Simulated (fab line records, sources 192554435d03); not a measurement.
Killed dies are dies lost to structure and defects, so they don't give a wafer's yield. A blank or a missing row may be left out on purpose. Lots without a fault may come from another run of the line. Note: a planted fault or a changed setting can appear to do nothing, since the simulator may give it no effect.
fab line records    flow n5-finfet    part 2 of 2: steps 5 to 6 of 6
record lots=24  wafers=72  last-day=18
route steps=1938 shown WELL_APT@45 PMOS_HMC_CHANNEL_EPI@67
lots that met no fault: from a run of the same line without faults
start-h: the number of hours between the record's first day and the start of the first shown wafer of the lot    wait-h: hours since the lot's step before    " repeats the value in the row above    L1.1+2: several wafers, shown together as one row    - either no value or no given start    * or withheld: withheld    < > ~ a bound
route shown NAME@n: NAME is a module with steps in the file, n the number in the route of the first one    usual: mean/standard deviation of fault-free wafers    same: alike in all rows    chamber/n: place in a boat    sites: per-site readings    _std_site: the standard deviation of these    _edge_site: the outer-site mean with the inner-site mean subtracted    radius-mm: for every site, how far away it sits from the centre of the wafer    mask NAME#n: copy n    behind: tool/chamber where the wafer was last shaped    hold: the reason the lot was held/the length of the hold in hours/how it ended    device: the transistor (n, p or np) that didn't switch    end of line: tests of these same wafers at the route's end    where a step has no rows: the recipe by itself    killed: at the first sort, the dies lost to defects and structure; wafer yield is something else    map: per-die view of a wafer (x killed, . not killed, _ where there is no die)
set.NAME: the run value of the setting; set.NAME@STEP: its run value at that earlier step    model.NAME: the simulator's own value behind a step, which no gauge read
steps of the route over a sample of lots; a table a step, a row a wafer
services: the hour from which a tool's chamber was out of use, counted from the record's first day as start-h (under 0 if before that day), plus the number of hours and why
## steps
# step N5_PMOS_HMC_CHANNEL_EPI_STRIP_33
# recipe chemistry=N2/H2  power-w=500  temp-c=40  pressure-mtorr=50  rf-frequency-hz=6e+07  overash-fraction=0.3  bias-power-w=8  h2-frac=0.5  n2-flow-sccm=300  h2-flow-sccm=300
# usual drypump-motor-current-A=5.7/0.37  oes-product-au=0.81/0.088  rf-vpp-V=54.1/1.7  showerhead-plenum-p-Torr=3.40/0.13  throttle-valve-pct=18.8/0.54
lot.wafer  tool         chamber  start-h  wait-h  drypump-motor-current-A  oes-product-au  rf-hours-counter-h  rf-vpp-V  showerhead-plenum-p-Torr  throttle-valve-pct
L074.1     rie-diel-06  2        17.49    0.0     5.2                      0.75            151                 56.0      3.37                      19.3
L074.2     "            0        "        "       5.8                      0.70            250                 51.6      3.29                      18.8
L074.3     "            3        "        "       5.3                      0.94            7                   54.8      3.56                      18.9
L075.3     rie-diel-01  1        23.86    0.0     5.8                      0.76            144                 53.1      3.36                      18.5
L075.4     "            2        "        "       6.1                      0.74            -                   53.7      3.21                      18.9
L075.6     "            0        "        "       5.2                      0.77            -                   51.0      3.52                      19.2
L076.3     rie-diel-06  2        30.41    0.0     5.2                      0.75            158                 56.0      3.36                      19.2
L076.4     "            2        "        "       5.2                      0.75            -                   55.7      3.36                      19.2
L076.6     "            0        "        "       5.8                      0.68            -                   54.6      3.29                      18.8
L077.3     rie-diel-06  3        35.91    0.0     5.3                      0.92            16                  52.7      3.55                      18.9
L077.4     "            1        "        "       5.9                      1.00            -                   54.1      3.43                      18.3
L077.6     "            2        "        "       5.2                      0.74            -                   54.5      3.36                      19.3
L078.2     rie-diel-01  1        41.99    0.0     5.9                      0.75            151                 54.7      3.36                      18.5
L078.4     "            0        "        "       5.2                      0.75            131                 51.4      3.51                      19.2
L078.5     "            2        "        "       6.1                      0.73            -                   52.8      3.21                      18.8
L079.3     rie-diel-03  2        48.31    0.0     5.2                      0.81            130                 56.3      3.26                      18.4
L079.4     "            3        "        "       5.9                      0.73            198                 52.8      3.51                      20.3
L079.6     "            2        "        "       5.2                      0.79            -                   51.8      3.26                      18.4
L080.1     rie-diel-03  0        53.84    0.0     5.3                      0.90            26                  54.4      3.58                      18.7
L080.4     "            2        "        "       5.2                      0.79            131                 49.7      3.26                      18.4
L080.6     "            0        "        "       5.3                      0.89            -                   52.9      3.58                      18.7
L081.1     rie-diel-03  3        59.96    0.0     5.8                      0.72            202                 53.6      3.50                      20.3
L081.2     "            0        "        "       5.3                      0.89            28                  54.0      3.57                      18.7
L081.5     "            2        "        "       5.2                      0.80            -                   53.4      3.26                      18.4
L082.1     rie-diel-01  0        66.91    0.0     5.3                      0.74            140                 54.9      3.51                      19.2
L082.4     "            2        "        "       6.1                      0.72            184                 52.8      3.20                      18.8
L082.5     "            0        "        "       5.2                      0.74            -                   52.3      3.51                      19.2
L083.1     rie-diel-03  1        73.21    0.0     6.0                      0.84            60                  51.6      3.55                      18.3
L083.2     "            2        "        "       5.3                      0.80            134                 55.8      3.26                      18.4
L083.5     "            3        "        "       5.9                      0.73            -                   55.2      3.50                      20.3
L084.1     rie-diel-03  1        78.96    0.0     6.0                      0.84            61                  55.1      3.55                      18.3
L084.5     "            3        "        "       5.9                      0.72            -                   54.8      3.50                      20.3
L084.6     "            0        "        "       5.2                      0.89            -                   54.9      3.57                      18.7
L085.2     rie-diel-06  3        84.00    0.0     5.3                      0.88            35                  50.4      3.54                      18.9
L085.4     "            1        "        "       5.9                      0.92            18                  57.0      3.42                      18.3
L085.6     "            3        "        "       5.3                      0.90            -                   53.2      3.54                      18.9
L086.1     rie-diel-01  2        89.29    0.0     6.1                      0.73            191                 55.1      3.20                      18.9
L086.2     "            1        "        "       5.9                      0.73            167                 55.2      3.35                      18.5
L086.4     "            0        "        "       5.3                      0.74            147                 57.4      3.50                      19.2
L087.1     rie-diel-01  3        95.69    0.0     6.2                      0.93            22                  49.9      3.29                      18.5
L087.2     "            2        "        "       6.2                      0.73            193                 54.0      3.20                      18.9
L087.6     "            0        "        "       5.2                      0.73            -                   53.3      3.50                      19.2
L088.2     rie-diel-03  0        101.74   0.0     5.3                      0.88            42                  54.7      3.57                      18.7
L088.5     "            0        "        "       5.2                      0.87            -                   55.2      3.57                      18.7
L088.6     "            1        "        "       6.0                      0.83            -                   54.3      3.55                      18.3
L089.3     rie-diel-01  0        107.79   0.0     5.2                      0.73            153                 54.3      3.50                      19.2
L089.4     "            3        "        "       6.3                      0.91            25                  52.3      3.29                      18.5
L089.5     "            0        "        "       5.2                      0.73            -                   56.0      3.50                      19.2
L090.2     rie-diel-03  3        114.24   0.0     5.9                      0.70            219                 58.2      3.49                      20.3
L090.3     "            0        "        "       5.3                      0.87            45                  53.5      3.57                      18.7
L090.4     "            1        "        "       6.0                      0.83            71                  54.0      3.55                      18.3
L091.1     rie-diel-06  2        119.38   0.0     5.2                      0.73            190                 54.1      3.35                      19.3
L091.3     "            0        "        "       5.8                      0.94            19                  51.0      3.28                      18.4
L091.4     "            0        "        "       5.7                      0.95            -                   54.6      3.28                      18.3
L092.2     rie-diel-06  0        126.14   0.0     5.8                      0.95            22                  53.6      3.28                      18.3
L092.5     "            1        "        "       5.9                      0.91            -                   56.8      3.41                      18.3
L092.6     "            0        "        "       5.8                      0.94            -                   53.1      3.28                      18.3
L093.1     rie-diel-03  2        131.58   0.0     5.2                      0.77            151                 51.2      3.25                      18.4
L093.2     "            3        "        "       5.9                      0.70            225                 54.2      3.49                      20.3
L093.3     "            1        "        "       6.0                      0.81            76                  52.3      3.54                      18.3
L094.4     rie-diel-01  2        137.89   0.0     6.1                      0.71            205                 52.7      3.19                      18.9
L094.5     "            1        "        "       5.9                      0.72            -                   54.1      3.34                      18.5
L094.6     "            0        "        "       5.2                      0.73            -                   54.7      3.50                      19.2
L095.2     rie-diel-01  1        143.63   0.0     5.9                      0.72            184                 56.2      3.34                      18.5
L095.4     "            2        "        "       6.1                      0.70            207                 55.8      3.19                      18.9
L095.5     "            1        "        "       5.9                      0.72            -                   55.8      3.34                      18.5
L096.1     rie-diel-06  1        149.23   0.0     5.9                      0.87            34                  53.9      3.41                      18.3
L096.2     "            0        "        "       5.8                      0.91            30                  53.5      3.27                      18.4
L096.4     "            3        "        "       5.3                      0.86            55                  55.2      3.53                      18.9
L097.4     rie-diel-01  3        155.40   0.0     6.2                      0.91            40                  54.8      3.28                      18.6
L097.5     "            1        "        "       5.9                      0.71            -                   53.6      3.34                      18.6
L097.6     "            0        "        "       5.2                      0.73            -                   55.3      3.49                      19.2
# step N5_PMOS_HMC_CHANNEL_EPI_EPI_26
# recipe material=Si  target-thk-a=38  temp-c=650  precursor=SiH4/H2  pressure-torr=20  time-s=22.7
# usual lamp-inner-pct=14.2/1.2  susceptor_temp_C_max=652.0/0.46  throttle-valve-pct=11.4/0.38
lot.wafer  tool          chamber  start-h  wait-h  lamp-inner-pct  susceptor_temp_C_max  throttle-valve-pct
L074.1     epi-rpcvd-04  0        19.77    0.0     13.7            652.9                 11.2
L074.2     "             0        "        "       13.7            652.5                 11.3
L074.3     "             0        "        "       13.6            652.2                 11.1
L075.3     epi-rpcvd-02  0        26.71    0.1     15.6            651.6                 11.5
L075.4     "             0        "        "       15.5            652.1                 11.3
L075.6     "             0        "        "       15.6            651.6                 11.2
L076.3     epi-rpcvd-02  0        33.23    0.1     15.4            652.8                 11.3
L076.4     "             0        "        "       15.4            652.2                 11.2
L076.6     "             0        "        "       15.5            652.4                 11.3
L077.3     epi-rpcvd-04  0        38.69    0.1     13.7            652.5                 11.1
L077.4     "             0        "        "       13.8            653.1                 11.1
L077.6     "             0        "        "       13.8            652.6                 10.9
L078.2     epi-rpcvd-02  0        44.63    0.1     15.5            651.5                 11.3
L078.4     "             0        "        "       15.5            652.2                 11.3
L078.5     "             0        "        "       15.7            651.7                 11.5
L079.3     epi-rpcvd-01  0        50.70    0.2     12.6            651.8                 12.2
L079.4     "             0        "        "       12.5            651.2                 11.9
L079.6     "             0        "        "       12.6            652.3                 12.1
L080.1     epi-rpcvd-01  0        56.56    0.0     12.6            652.2                 11.9
L080.4     "             0        "        "       12.5            652.5                 12.1
L080.6     "             0        "        "       12.6            651.5                 12.2
L081.1     epi-rpcvd-02  0        62.62    0.0     15.5            651.5                 11.5
L081.2     "             0        "        "       15.3            651.6                 11.5
L081.5     "             0        "        "       15.7            652.6                 11.3
L082.1     epi-rpcvd-02  0        69.40    0.0     15.6            652.5                 11.4
L082.4     "             0        "        "       15.7            652.6                 11.3
L082.5     "             0        "        "       15.6            652.0                 11.3
L083.1     epi-rpcvd-02  0        75.56    0.0     15.5            652.0                 11.3
L083.2     "             0        "        "       15.6            651.6                 11.2
L083.5     "             0        "        "       15.6            651.9                 11.7
L084.1     epi-rpcvd-04  0        81.20    0.0     13.9            652.0                 11.2
L084.5     "             0        "        "       13.8            653.0                 11.1
L084.6     "             0        "        "       13.7            652.6                 11.0
L085.2     epi-rpcvd-04  0        86.29    0.1     13.8            652.1                 11.0
L085.4     "             0        "        "       13.7            652.4                 11.1
L085.6     "             0        "        "       13.7            652.7                 11.4
L086.1     epi-rpcvd-02  0        91.54    0.0     15.6            652.2                 11.2
L086.2     "             0        "        "       15.7            651.9                 11.3
L086.4     "             0        "        "       15.7            652.1                 11.5
L087.1     epi-rpcvd-04  0        98.33    0.0     13.8            652.1                 11.2
L087.2     "             0        "        "       13.7            653.0                 11.2
L087.6     "             0        "        "       13.8            652.7                 11.1
L088.2     epi-rpcvd-01  0        104.44   0.1     12.5            651.9                 12.4
L088.5     "             0        "        "       12.5            651.8                 11.8
L088.6     "             0        "        "       12.5            652.0                 12.3
L089.3     epi-rpcvd-02  0        110.12   0.1     15.4            651.9                 11.2
L089.4     "             0        "        "       15.6            651.7                 11.1
L089.5     "             0        "        "       15.6            652.1                 11.4
L090.2     epi-rpcvd-04  0        116.53   0.1     13.7            652.1                 11.2
L090.3     "             0        "        "       13.8            652.8                 10.8
L090.4     "             0        "        "       13.6            652.5                 11.1
L091.1     epi-rpcvd-04  0        122.06   0.0     13.6            652.5                 11.0
L091.3     "             0        "        "       13.9            653.4                 11.3
L091.4     "             0        "        "       13.9            652.1                 11.4
L092.2     epi-rpcvd-01  0        129.10   0.1     12.6            651.4                 12.0
L092.5     "             0        "        "       12.5            651.2                 11.9
L092.6     "             0        "        "       12.5            651.6                 12.1
L093.1     epi-rpcvd-02  0        133.89   0.0     15.7            651.5                 11.4
L093.2     "             0        "        "       15.7            651.1                 11.0
L093.3     "             0        "        "       15.5            651.7                 11.3
L094.4     epi-rpcvd-04  0        140.50   0.2     13.5            653.3                 11.2
L094.5     "             0        "        "       14.0            652.4                 11.2
L094.6     "             0        "        "       13.7            652.2                 11.2
L095.2     epi-rpcvd-02  0        146.22   0.1     15.4            651.8                 11.5
L095.4     "             0        "        "       15.4            651.9                 11.4
L095.5     "             0        "        "       15.6            652.4                 11.4
L096.1     epi-rpcvd-04  0        151.50   0.0     13.7            653.2                 11.3
L096.2     "             0        "        "       13.6            651.8                 11.3
L096.4     "             0        "        "       14.0            651.7                 11.0
L097.4     epi-rpcvd-01  0        157.85   0.2     12.6            651.5                 12.2
L097.5     "             0        "        "       12.6            651.8                 12.0
L097.6     "             0        "        "       12.6            652.0                 12.2
## services
tool          chamber  start-h  hours  kind
rie-diel-06   1        2.00     18.6   repair
rie-diel-01   2        5.12     6.2    repair
rie-diel-01   3        11.93    -      clean
rie-diel-01   3        11.93    -      consumable-replace:focus-ring
rie-diel-01   3        11.93    18.2   scheduled-down
rie-diel-01   3        11.93    18.2   vent-cycle
rie-diel-06   1        20.79    -      clean
rie-diel-06   1        20.79    -      consumable-replace:focus-ring
rie-diel-06   1        20.79    14.2   scheduled-down
rie-diel-06   1        20.79    14.2   vent-cycle
rie-diel-03   -        32.50    14.6   pm
rie-diel-06   0        35.19    -      clean
rie-diel-06   0        35.19    -      consumable-replace:focus-ring
rie-diel-06   0        35.19    17.4   scheduled-down
rie-diel-06   0        35.19    17.4   vent-cycle
epi-rpcvd-02  -        40.65    2.8    pm
rie-diel-03   2        48.78    2.7    repair
rie-diel-03   2        62.74    8.3    repair
rie-diel-06   -        82.95    0.9    repair
rie-diel-06   3        95.68    2.3    repair
epi-rpcvd-02  -        106.06   0.9    repair
rie-diel-06   1        108.93   13.4   repair
epi-rpcvd-01  -        137.43   8.1    pm
